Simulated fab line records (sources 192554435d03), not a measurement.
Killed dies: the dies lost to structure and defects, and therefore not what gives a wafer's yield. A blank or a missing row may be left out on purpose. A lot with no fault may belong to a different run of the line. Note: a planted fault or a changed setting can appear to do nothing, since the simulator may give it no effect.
Which tool was responsible? / flow n5_finfet / 24 lots, 72 wafers sampled, at 3 steps of a route of 1938

## WHAT THE GAUGES READ, wafer by wafer
N5_BEOL_M0_OCD_MEAS_108. Usual: trench_depth_nm reads 32.7 nm (standard deviation 0.66).
lot=L074; measured=day 6 00:35; on=ocd-02; trench_depth_nm (nm)=31.0 32.4 31.8; flag=
lot=L075; measured=day 6 01:29; on=ocd-01; trench_depth_nm (nm)=32.2 33.0 33.0; flag=
lot=L076; measured=day 6 09:27; on=ocd-01; trench_depth_nm (nm)=34.0 34.4 33.9; flag=
lot=L077; measured=day 6 11:50; on=ocd-01; trench_depth_nm (nm)=32.8 33.0 32.9; flag=
lot=L078; measured=day 7 02:17; on=ocd-01; trench_depth_nm (nm)=33.0 33.6 33.3; flag=
lot=L079; measured=day 7 08:34; on=ocd-02; trench_depth_nm (nm)=33.2 32.4 33.0; flag=
lot=L080; measured=day 7 08:34; on=ocd-01; trench_depth_nm (nm)=32.8 32.8 32.6; flag=
lot=L081; measured=day 7 14:55; on=ocd-02; trench_depth_nm (nm)=33.0 33.3 32.3; flag=
lot=L082; measured=day 7 20:58; on=ocd-01; trench_depth_nm (nm)=33.0 32.3 33.4; flag=
lot=L083; measured=day 8 00:10; on=ocd-02; trench_depth_nm (nm)=32.1 33.4 32.9; flag=
lot=L084; measured=day 8 12:51; on=ocd-02; trench_depth_nm (nm)=32.7 32.8 32.3; flag=
lot=L085; measured=day 8 16:38; on=ocd-02; trench_depth_nm (nm)=31.8 32.1 31.6; flag=
lot=L086; measured=day 9 09:11; on=ocd-02; trench_depth_nm (nm)=32.3 32.1 32.7; flag=
lot=L087; measured=day 9 09:11; on=ocd-01; trench_depth_nm (nm)=33.1 33.8 32.9; flag=
lot=L088; measured=day 9 16:32; on=ocd-01; trench_depth_nm (nm)=32.7 32.0 33.0; flag=
lot=L089; measured=day 9 18:24; on=ocd-01; trench_depth_nm (nm)=32.4 32.1 32.1; flag=
lot=L090; measured=day 9 23:57; on=ocd-01; trench_depth_nm (nm)=34.3 33.6 33.0; flag=
lot=L091; measured=day 10 04:41; on=ocd-02; trench_depth_nm (nm)=31.8 33.3 32.3; flag=
lot=L092; measured=day 10 06:50; on=ocd-02; trench_depth_nm (nm)=32.5 33.8 32.2; flag=
lot=L093; measured=day 10 18:32; on=ocd-02; trench_depth_nm (nm)=32.4 32.3 33.1; flag=
lot=L094; measured=day 10 23:58; on=ocd-02; trench_depth_nm (nm)=32.5 32.7 32.3; flag=
lot=L095; measured=day 11 03:50; on=ocd-01; trench_depth_nm (nm)=31.1 32.3 33.5; flag=
lot=L096; measured=day 11 07:50; on=ocd-01; trench_depth_nm (nm)=32.5 33.6 33.7; flag=
lot=L097; measured=day 11 17:50; on=ocd-02; trench_depth_nm (nm)=32.9 33.2 33.1; flag=

## EACH LOT AND THE TOOL THAT RAN IT (in order: tool; ch and the chambers of the sampled wafers; start)
lot=L074; N5_BEOL_M0_HM_OPEN_105=rie_metal-03 ch 0,1, day 6 00:07; N5_BEOL_M0_STRIP_142=rie_diel-06 ch 0,3, day 6 00:30
lot=L075; N5_BEOL_M0_HM_OPEN_105=rie_metal-01 ch 0,1, day 6 00:59; N5_BEOL_M0_STRIP_142=rie_diel-02 ch 2,3, day 6 01:25
lot=L076; N5_BEOL_M0_HM_OPEN_105=rie_metal-03 ch 0,1, day 6 08:54; N5_BEOL_M0_STRIP_142=rie_diel-01 ch 1,3, day 6 09:22
lot=L077; N5_BEOL_M0_HM_OPEN_105=rie_metal-03 ch 0,1, day 6 11:18; N5_BEOL_M0_STRIP_142=rie_diel-02 ch 0,1,3, day 6 11:45
lot=L078; N5_BEOL_M0_HM_OPEN_105=rie_metal-03 ch 0,1, day 7 01:44; N5_BEOL_M0_STRIP_142=rie_diel-01 ch 1,2,3, day 7 02:12
lot=L079; N5_BEOL_M0_HM_OPEN_105=rie_metal-01 ch 0,1, day 7 08:05; N5_BEOL_M0_STRIP_142=rie_diel-02 ch 1,3, day 7 08:29
lot=L080; N5_BEOL_M0_HM_OPEN_105=rie_metal-02 ch 0,1, day 7 08:07; N5_BEOL_M0_STRIP_142=rie_diel-01 ch 0,1, day 7 08:29
lot=L081; N5_BEOL_M0_HM_OPEN_105=rie_metal-03 ch 0,1, day 7 14:26; N5_BEOL_M0_STRIP_142=rie_diel-02 ch 0,1,3, day 7 14:50
lot=L082; N5_BEOL_M0_HM_OPEN_105=rie_metal-01 ch 0,1, day 7 19:59; N5_BEOL_M0_STRIP_142=rie_diel-06 ch 0,1,3, day 7 20:53
lot=L083; N5_BEOL_M0_HM_OPEN_105=rie_metal-01 ch 0,1, day 7 23:17; N5_BEOL_M0_STRIP_142=rie_diel-01 ch 1,2,3, day 8 00:05
lot=L084; N5_BEOL_M0_HM_OPEN_105=rie_metal-02 ch 0,1, day 8 11:39; N5_BEOL_M0_STRIP_142=rie_diel-02 ch 0,1,3, day 8 12:46
lot=L085; N5_BEOL_M0_HM_OPEN_105=rie_metal-01 ch 0,1, day 8 16:10; N5_BEOL_M0_STRIP_142=rie_diel-06 ch 2,3, day 8 16:33
lot=L086; N5_BEOL_M0_HM_OPEN_105=rie_metal-01 ch 1, day 9 07:41; N5_BEOL_M0_STRIP_142=rie_diel-02 ch 2,3, day 9 09:07
lot=L087; N5_BEOL_M0_HM_OPEN_105=rie_metal-02 ch 0, day 9 07:41; N5_BEOL_M0_STRIP_142=rie_diel-01 ch 0,2,3, day 9 09:05
lot=L088; N5_BEOL_M0_HM_OPEN_105=rie_metal-01 ch 0,1, day 9 16:04; N5_BEOL_M0_STRIP_142=rie_diel-06 ch 0,2,3, day 9 16:27
lot=L089; N5_BEOL_M0_HM_OPEN_105=rie_metal-02 ch 0,1, day 9 17:55; N5_BEOL_M0_STRIP_142=rie_diel-06 ch 0,3, day 9 18:19
lot=L090; N5_BEOL_M0_HM_OPEN_105=rie_metal-01 ch 0,1, day 9 23:32; N5_BEOL_M0_STRIP_142=rie_diel-01 ch 1,2,3, day 9 23:52
lot=L091; N5_BEOL_M0_HM_OPEN_105=rie_metal-03 ch 0,1, day 10 03:24; N5_BEOL_M0_STRIP_142=rie_diel-06 ch 0,1,3, day 10 04:37
lot=L092; N5_BEOL_M0_HM_OPEN_105=rie_metal-01 ch 0,1, day 10 06:25; N5_BEOL_M0_STRIP_142=rie_diel-01 ch 0,2,3, day 10 06:45
lot=L093; N5_BEOL_M0_HM_OPEN_105=rie_metal-01 ch 0,1, day 10 18:04; N5_BEOL_M0_STRIP_142=rie_diel-06 ch 1,2,3, day 10 18:28
lot=L094; N5_BEOL_M0_HM_OPEN_105=rie_metal-03 ch 0, day 10 23:23; N5_BEOL_M0_STRIP_142=rie_diel-02 ch 0,2,3, day 10 23:53
lot=L095; N5_BEOL_M0_HM_OPEN_105=rie_metal-02 ch 0,1, day 11 03:15; N5_BEOL_M0_STRIP_142=rie_diel-06 ch 0,1,2, day 11 03:45
lot=L096; N5_BEOL_M0_HM_OPEN_105=rie_metal-01 ch 0,1, day 11 07:05; N5_BEOL_M0_STRIP_142=rie_diel-01 ch 2,3, day 11 07:45
lot=L097; N5_BEOL_M0_HM_OPEN_105=rie_metal-01 ch 0,1, day 11 17:16; N5_BEOL_M0_STRIP_142=rie_diel-01 ch 1,2, day 11 17:45
- N5_BEOL_M0_HM_OPEN_105: chemistry Cl2/BCl3, target TiN, target depth 12 nm.
- N5_BEOL_M0_STRIP_142: strips in N2/H2, time 10 s.

## WHAT THE TOOLS THEMSELVES READ (means of the sampled wafers that have a number; where no wafer has one, the mark that the record gives instead)
N5_BEOL_M0_HM_OPEN_105. Usual: drypump_motor_current_A 5.8 A, standard deviation 0.54; oes_product_au 0.76 a.u., standard deviation 0.079; throttle_valve_pct 21.92 %, standard deviation 0.19.
lot=L074; tool=rie_metal-03; drypump_motor_current_A (A)=5.0; oes_product_au (a.u.)=0.69; throttle_valve_pct (%)=21.75; flag=
lot=L075; tool=rie_metal-01; drypump_motor_current_A (A)=6.0; oes_product_au (a.u.)=0.82; throttle_valve_pct (%)=21.97; flag=
lot=L076; tool=rie_metal-03; drypump_motor_current_A (A)=5.0; oes_product_au (a.u.)=0.69; throttle_valve_pct (%)=21.74; flag=
lot=L077; tool=rie_metal-03; drypump_motor_current_A (A)=5.1; oes_product_au (a.u.)=0.70; throttle_valve_pct (%)=21.75; flag=
lot=L078; tool=rie_metal-03; drypump_motor_current_A (A)=5.1; oes_product_au (a.u.)=0.67; throttle_valve_pct (%)=21.82; flag=
lot=L079; tool=rie_metal-01; drypump_motor_current_A (A)=5.8; oes_product_au (a.u.)=0.84; throttle_valve_pct (%)=22.06; flag=
lot=L080; tool=rie_metal-02; drypump_motor_current_A (A)=6.4; oes_product_au (a.u.)=0.74; throttle_valve_pct (%)=21.93; flag=
lot=L081; tool=rie_metal-03; drypump_motor_current_A (A)=5.1; oes_product_au (a.u.)=0.67; throttle_valve_pct (%)=21.83; flag=
lot=L082; tool=rie_metal-01; drypump_motor_current_A (A)=6.0; oes_product_au (a.u.)=0.80; throttle_valve_pct (%)=21.99; flag=
lot=L083; tool=rie_metal-01; drypump_motor_current_A (A)=5.8; oes_product_au (a.u.)=0.84; throttle_valve_pct (%)=22.07; flag=
lot=L084; tool=rie_metal-02; drypump_motor_current_A (A)=6.3; oes_product_au (a.u.)=0.78; throttle_valve_pct (%)=21.78; flag=
lot=L085; tool=rie_metal-01; drypump_motor_current_A (A)=5.8; oes_product_au (a.u.)=0.83; throttle_valve_pct (%)=22.07; flag=
lot=L086; tool=rie_metal-01; drypump_motor_current_A (A)=5.6; oes_product_au (a.u.)=0.87; throttle_valve_pct (%)=22.16; flag=
lot=L087; tool=rie_metal-02; drypump_motor_current_A (A)=6.4; oes_product_au (a.u.)=0.69; throttle_valve_pct (%)=22.09; flag=
lot=L088; tool=rie_metal-01; drypump_motor_current_A (A)=5.8; oes_product_au (a.u.)=0.83; throttle_valve_pct (%)=22.07; flag=
lot=L089; tool=rie_metal-02; drypump_motor_current_A (A)=6.4; oes_product_au (a.u.)=0.73; throttle_valve_pct (%)=21.93; flag=
lot=L090; tool=rie_metal-01; drypump_motor_current_A (A)=6.0; oes_product_au (a.u.)=0.78; throttle_valve_pct (%)=22.01; flag=
lot=L091; tool=rie_metal-03; drypump_motor_current_A (A)=5.1; oes_product_au (a.u.)=0.66; throttle_valve_pct (%)=21.83; flag=
lot=L092; tool=rie_metal-01; drypump_motor_current_A (A)=6.0; oes_product_au (a.u.)=0.78; throttle_valve_pct (%)=21.99; flag=
lot=L093; tool=rie_metal-01; drypump_motor_current_A (A)=5.8; oes_product_au (a.u.)=0.82; throttle_valve_pct (%)=22.08; flag=
lot=L094; tool=rie_metal-03; drypump_motor_current_A (A)=5.0; oes_product_au (a.u.)=0.69; throttle_valve_pct (%)=21.70; flag=
lot=L095; tool=rie_metal-02; drypump_motor_current_A (A)=6.4; oes_product_au (a.u.)=0.72; throttle_valve_pct (%)=21.94; flag=
lot=L096; tool=rie_metal-01; drypump_motor_current_A (A)=6.0; oes_product_au (a.u.)=0.77; throttle_valve_pct (%)=22.01; flag=
lot=L097; tool=rie_metal-01; drypump_motor_current_A (A)=6.0; oes_product_au (a.u.)=0.77; throttle_valve_pct (%)=22.01; flag=

N5_BEOL_M0_STRIP_142. Usual: drypump_motor_current_A 5.5 A, standard deviation 0.33; oes_product_au 0.77 a.u., standard deviation 0.075; rf_vpp_V 59.1 V, standard deviation 0.92; showerhead_plenum_p_Torr 2.54 Torr, standard deviation 0.074; throttle_valve_pct 23.77 %, standard deviation 0.28.
lot=L074; tool=rie_diel-06; drypump_motor_current_A (A)=5.4; oes_product_au (a.u.)=0.74; rf_vpp_V (V)=60.4; showerhead_plenum_p_Torr (Torr)=2.56; throttle_valve_pct (%)=23.82; flag=
lot=L075; tool=rie_diel-02; drypump_motor_current_A (A)=5.2; oes_product_au (a.u.)=0.74; rf_vpp_V (V)=58.5; showerhead_plenum_p_Torr (Torr)=2.49; throttle_valve_pct (%)=24.16; flag=
lot=L076; tool=rie_diel-01; drypump_motor_current_A (A)=5.7; oes_product_au (a.u.)=0.89; rf_vpp_V (V)=59.6; showerhead_plenum_p_Torr (Torr)=2.56; throttle_valve_pct (%)=23.38; flag=
lot=L077; tool=rie_diel-02; drypump_motor_current_A (A)=5.5; oes_product_au (a.u.)=0.77; rf_vpp_V (V)=58.7; showerhead_plenum_p_Torr (Torr)=2.55; throttle_valve_pct (%)=23.81; flag=
lot=L078; tool=rie_diel-01; drypump_motor_current_A (A)=5.7; oes_product_au (a.u.)=0.84; rf_vpp_V (V)=57.9; showerhead_plenum_p_Torr (Torr)=2.56; throttle_valve_pct (%)=23.64; flag=
lot=L079; tool=rie_diel-02; drypump_motor_current_A (A)=5.2; oes_product_au (a.u.)=0.77; rf_vpp_V (V)=58.7; showerhead_plenum_p_Torr (Torr)=2.58; throttle_valve_pct (%)=23.88; flag=
lot=L080; tool=rie_diel-01; drypump_motor_current_A (A)=5.7; oes_product_au (a.u.)=0.88; rf_vpp_V (V)=58.7; showerhead_plenum_p_Torr (Torr)=2.58; throttle_valve_pct (%)=23.56; flag=
lot=L081; tool=rie_diel-02; drypump_motor_current_A (A)=5.5; oes_product_au (a.u.)=0.76; rf_vpp_V (V)=60.0; showerhead_plenum_p_Torr (Torr)=2.54; throttle_valve_pct (%)=23.81; flag=
lot=L082; tool=rie_diel-06; drypump_motor_current_A (A)=5.4; oes_product_au (a.u.)=0.83; rf_vpp_V (V)=58.8; showerhead_plenum_p_Torr (Torr)=2.52; throttle_valve_pct (%)=23.75; flag=
lot=L083; tool=rie_diel-01; drypump_motor_current_A (A)=5.7; oes_product_au (a.u.)=0.82; rf_vpp_V (V)=58.8; showerhead_plenum_p_Torr (Torr)=2.55; throttle_valve_pct (%)=23.65; flag=
lot=L084; tool=rie_diel-02; drypump_motor_current_A (A)=5.5; oes_product_au (a.u.)=0.75; rf_vpp_V (V)=59.5; showerhead_plenum_p_Torr (Torr)=2.54; throttle_valve_pct (%)=23.83; flag=
lot=L085; tool=rie_diel-06; drypump_motor_current_A (A)=5.6; oes_product_au (a.u.)=0.74; rf_vpp_V (V)=59.0; showerhead_plenum_p_Torr (Torr)=2.50; throttle_valve_pct (%)=23.87; flag=
lot=L086; tool=rie_diel-02; drypump_motor_current_A (A)=5.2; oes_product_au (a.u.)=0.72; rf_vpp_V (V)=59.9; showerhead_plenum_p_Torr (Torr)=2.56; throttle_valve_pct (%)=24.29; flag=
lot=L087; tool=rie_diel-01; drypump_motor_current_A (A)=5.7; oes_product_au (a.u.)=0.79; rf_vpp_V (V)=59.3; showerhead_plenum_p_Torr (Torr)=2.55; throttle_valve_pct (%)=23.83; flag=
lot=L088; tool=rie_diel-06; drypump_motor_current_A (A)=5.4; oes_product_au (a.u.)=0.71; rf_vpp_V (V)=57.7; showerhead_plenum_p_Torr (Torr)=2.55; throttle_valve_pct (%)=23.81; flag=
lot=L089; tool=rie_diel-06; drypump_motor_current_A (A)=5.7; oes_product_au (a.u.)=0.73; rf_vpp_V (V)=58.4; showerhead_plenum_p_Torr (Torr)=2.50; throttle_valve_pct (%)=23.96; flag=
lot=L090; tool=rie_diel-01; drypump_motor_current_A (A)=5.7; oes_product_au (a.u.)=0.80; rf_vpp_V (V)=59.6; showerhead_plenum_p_Torr (Torr)=2.55; throttle_valve_pct (%)=23.66; flag=
lot=L091; tool=rie_diel-06; drypump_motor_current_A (A)=5.4; oes_product_au (a.u.)=0.80; rf_vpp_V (V)=58.6; showerhead_plenum_p_Torr (Torr)=2.51; throttle_valve_pct (%)=23.79; flag=
lot=L092; tool=rie_diel-01; drypump_motor_current_A (A)=5.7; oes_product_au (a.u.)=0.77; rf_vpp_V (V)=59.8; showerhead_plenum_p_Torr (Torr)=2.54; throttle_valve_pct (%)=23.83; flag=
lot=L093; tool=rie_diel-06; drypump_motor_current_A (A)=5.4; oes_product_au (a.u.)=0.79; rf_vpp_V (V)=58.9; showerhead_plenum_p_Torr (Torr)=2.51; throttle_valve_pct (%)=23.72; flag=
lot=L094; tool=rie_diel-02; drypump_motor_current_A (A)=5.5; oes_product_au (a.u.)=0.72; rf_vpp_V (V)=59.0; showerhead_plenum_p_Torr (Torr)=2.48; throttle_valve_pct (%)=24.01; flag=
lot=L095; tool=rie_diel-06; drypump_motor_current_A (A)=5.2; oes_product_au (a.u.)=0.77; rf_vpp_V (V)=59.9; showerhead_plenum_p_Torr (Torr)=2.56; throttle_valve_pct (%)=23.64; flag=
lot=L096; tool=rie_diel-01; drypump_motor_current_A (A)=5.7; oes_product_au (a.u.)=0.74; rf_vpp_V (V)=58.8; showerhead_plenum_p_Torr (Torr)=2.52; throttle_valve_pct (%)=23.85; flag=
lot=L097; tool=rie_diel-01; drypump_motor_current_A (A)=5.7; oes_product_au (a.u.)=0.81; rf_vpp_V (V)=59.2; showerhead_plenum_p_Torr (Torr)=2.55; throttle_valve_pct (%)=23.76; flag=

## THE ANSWER, worked out from the rows above alone
Rule: a lot counts as off when the mean over its wafers that have a number is more than 3 standard deviations away from the usual mean. Also off: a lot with no number at a reading for which 4 or more lots have one. Where the step has rows for the other lots, those lots are counted as sound. The gauges are gone through in route order, then the tools' own readings, and for those a lot's mean is taken as printed above. The first step at which some lot is off is used, and at that step the reading that is off furthest; a lot without a number counts as furthest.
No lot is off at any reading shown: from this, nothing can be told.

## WHAT THE SIMULATOR HAD PUT IN
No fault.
